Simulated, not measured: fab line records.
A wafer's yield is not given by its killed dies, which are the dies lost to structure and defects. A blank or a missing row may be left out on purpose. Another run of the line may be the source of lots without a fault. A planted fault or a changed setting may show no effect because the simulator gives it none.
A struck lot beside a sound one + flow nandHarc + 14 steps out of a route of 1302
Sound: the wafers L398.1, L398.3, L398.6. Wafers L411.2, L411.3, L411.4 were the ones struck. At the end, the cause is stated.
Order at every step that has rows: each side's tool, ch and its chambers, its first start. Under that, the readings that differ: sound wafers + struck wafers + difference of the means + sigmas: that difference in standard deviations of wafers without a fault.
alike: readings whose means differ by less than 2 such deviations, and words and numbers that are the same on both sides. not compared: withheld readings, readings that some wafer has no value for, bounds like >300 that may hide the same value, and numbers for which the record gives no deviation and whose values overlap.
The two part at a step that has a row with sigmas, a row that says differs or no value, or rows on one side only. Non-overlapping numbers with no deviation appear without sigmas and do not part them. A reading that every wafer of one side lacks parts them only if that side has two wafers or more.

first, 5 steps without rows for these wafers: NHARC_A_STAIRCASE_EBR_306; NHARC_A_STAIRCASE_EXPOSE_307 (exposes mask CHOP 50); NHARC_A_STAIRCASE_PEB_308 (peb time 130 s); NHARC_A_STAIRCASE_DEVELOP_309 (time 140 s); NHARC_A_STAIRCASE_HARDBAKE_311 (time 140 s).
NHARC_A_STAIRCASE_DESCUM_312: chemistry O2, time 3 s.
  sound on rieDiel-08 ch 0,1,3, day 19 00:56; struck on rieDiel-08 ch 0,2,3, day 23 09:39
  alike: drypumpMotorCurrentA, mfcArSccm, oesProductAu, rfVppV, showerheadPlenumPTorr, throttleValvePct
  not compared: rfHoursCounterH
NHARC_A_STAIRCASE_ETCH_313: etches the open film in CF4/CHF3.
  sound on rieDiel-08 ch 0,3, day 19 01:01; struck on rieDiel-08 ch 0,1,3, day 23 09:44
  alike: drypumpMotorCurrentA, mfcArSccm, oesProductAu, rfVppV, showerheadPlenumPTorr, throttleValvePct
  not compared: rfHoursCounterH
NHARC_A_STAIRCASE_HM_OPEN_463: chemistry O2/COS.
  sound on rieDiel-08 ch 0,1,3; struck on rieDiel-08 ch 0,1,3
  alike: drypumpMotorCurrentA, mfcArSccm, oesProductAu, rfVppV, showerheadPlenumPTorr, throttleValvePct
  not compared: rfHoursCounterH
then, 1 step without rows for these wafers: NHARC_A_STAIRCASE_STRIP_464 (strips in O2/COS).
NHARC_A_STAIRCASE_ETCH_453: etches the open film in CF4/O2, target depth 30 nm, overetch 3 nm, time 16.5 s.
  sound on rieDiel-08 ch 2,3; struck on rieDiel-08 ch 0,2,3
  alike: drypumpMotorCurrentA, mfcArSccm, oes_ar_750_au, oesProductAu, rfVppV, showerheadPlenumPTorr, throttleValvePct
  not compared: rfHoursCounterH
NHARC_A_STAIRCASE_ETCH_315: etches the open film in C4F8/O2/Ar, target depth 2500 nm, time 607.1 s.
  sound on rieDiel-08 ch 2,3; struck on rieDiel-08 ch 1,2,3
  alike: oesProductAu, rfVppV
  not compared: rfHoursCounterH
NHARC_A_STAIRCASE_STRIP_316: strips in O2.
  sound on rieDiel-08 ch 1,3, day 19 01:59; struck on rieDiel-08 ch 0,1,3, day 23 10:41
  no value came back on the struck wafers for any of 8 readings (biasW (W), chamberPressureMTorr (mTorr) and others); on the sound wafers biasW (W) reads 0 0 0
  not compared: rfHoursCounterH
then, 1 step without rows for these wafers: NHARC_A_STAIRCASE_STRIP_317 (strips in SPM, time 900 s).
-- jump in the record: it breaks off in module A_STAIRCASE and resumes in module END (first step shown: number 1302 of the route), and 7 days separate the struck wafers' starts before and after --
NHARC_END_SORT_01:
  here the record holds rows for the struck wafers (prober-01 ch 0, day 30 16:02) but none for the sound ones

== WHERE THEY PART ==
Earliest at NHARC_A_STAIRCASE_STRIP_316; latest, in this record, at NHARC_END_SORT_01.

WHY: what the simulator had put in
At NHARC_A_STAIRCASE_STRIP_316, the step was skipped entirely on rieDiel-08 from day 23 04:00 on. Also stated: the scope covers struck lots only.
